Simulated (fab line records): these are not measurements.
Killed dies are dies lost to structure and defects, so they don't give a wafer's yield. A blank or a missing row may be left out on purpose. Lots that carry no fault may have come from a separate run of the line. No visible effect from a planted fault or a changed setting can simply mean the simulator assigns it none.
8D (eight disciplines) problem report, filled in by code	flow n5 finfet	the parts of the form that need people (team, actions taken, sign-off) are left out

1. PROBLEM STATEMENT
At N5_BEOL_M8_ETCH_62, rf fwd power W averages 1041.8 W over 6 wafers from 2 lots, while fault-free wafers read 837.4 W, standard deviation 2.8. Relative to the usual mean, that is a shift of +73 standard deviations.
The step: etches SOC in N2/H2, target depth 110 nm, overetch 22 nm, time 165 s.
Seen first at day 11 10:56 on rie diel-04, wafer L370.2. At this step, 30 wafers from 10 lots have a number in the record. Rule for "out" (also "out of limits"): further than 4 standard deviations from the usual mean. The other wafers with a number count as sound.

2. WHAT IT IS, WHAT IT ISN'T
question	is	is not
which readings at this step	rf fwd power W, rf vpp V	drypump motor current A, oes product au, throttle valve pct
which lots	L370, L371	L362, L364, L373, L377, L378, L380, L382, L383
which wafers of those lots	all that have a number	-
read on which tools	rie diel-04	rie diel-03, rie diel-05
when	from day 11 10:56	up to then (6 sound wafers); but 18 sound wafers of L373, L377, L378, L380, L382, L383 came after

3. THE SUSPECTS, EACH WITH WHAT RULES IT OUT
Counting: any tool at a process step up to the reading is kept as a suspect provided that every lot that is out went through it and no sound lot did after the first of them.
- uv cure-01 at N5_BEOL_M7_CURE_75 (cures SiCOH lowk, time 120 s): ruled out as a lasting fault. Following L370 (day 11 04:38), the first lot on it that is out, the sound lots L373, L380, L378, L382, L383 were run on it.
- rie diel-04 at N5_BEOL_M8_DESCUM_16 (chemistry O2, time 7.9 s): ruled out as a lasting fault. Following L370 (day 11 10:50), the first lot on it that is out, the sound lots L382 were run on it.
- rie diel-04 at N5_BEOL_M8_ETCH_62 (etches SOC in N2/H2, target depth 110 nm, overetch 22 nm, time 165 s): ruled out as a lasting fault. Following L370 (day 11 10:56), the first lot on it that is out, the sound lots L382 were run on it.
Left after counting: nothing in the record.

4. THE CAUSE (what the simulator had put in)
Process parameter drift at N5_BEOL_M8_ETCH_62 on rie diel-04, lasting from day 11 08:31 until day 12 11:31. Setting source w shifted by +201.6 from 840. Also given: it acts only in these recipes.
Counting ruled it out, wrongly.

5. THE EFFECT CHAIN, in route order
Each row: a reading whose mean over the struck wafers that have a number lies more than 3 standard deviations from the usual. Scope: only readings with a usual standard deviation given in the record; hours: median across lots of the time from each lot's start at the first step in this table that gives one to its start at this step; sigmas: change in usual standard deviations.
hours	step	reading	usual	on struck wafers	change	sigmas
0	N5_BEOL_M8_ETCH_62	rf fwd power W	837.4 W	1041.8	+204.4	+73
0	N5_BEOL_M8_ETCH_62	rf vpp V	523.8 V	487.6	-36.2	-17
Process steps it contains:
- N5_BEOL_M8_ETCH_62: etches SOC in N2/H2, target depth 110 nm, overetch 22 nm, time 165 s.

6. WHAT WOULD HAVE CAUGHT IT SOONER
First out-of-limits reading in this record: day 11 10:56, which is 2 hours after fault onset at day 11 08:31.
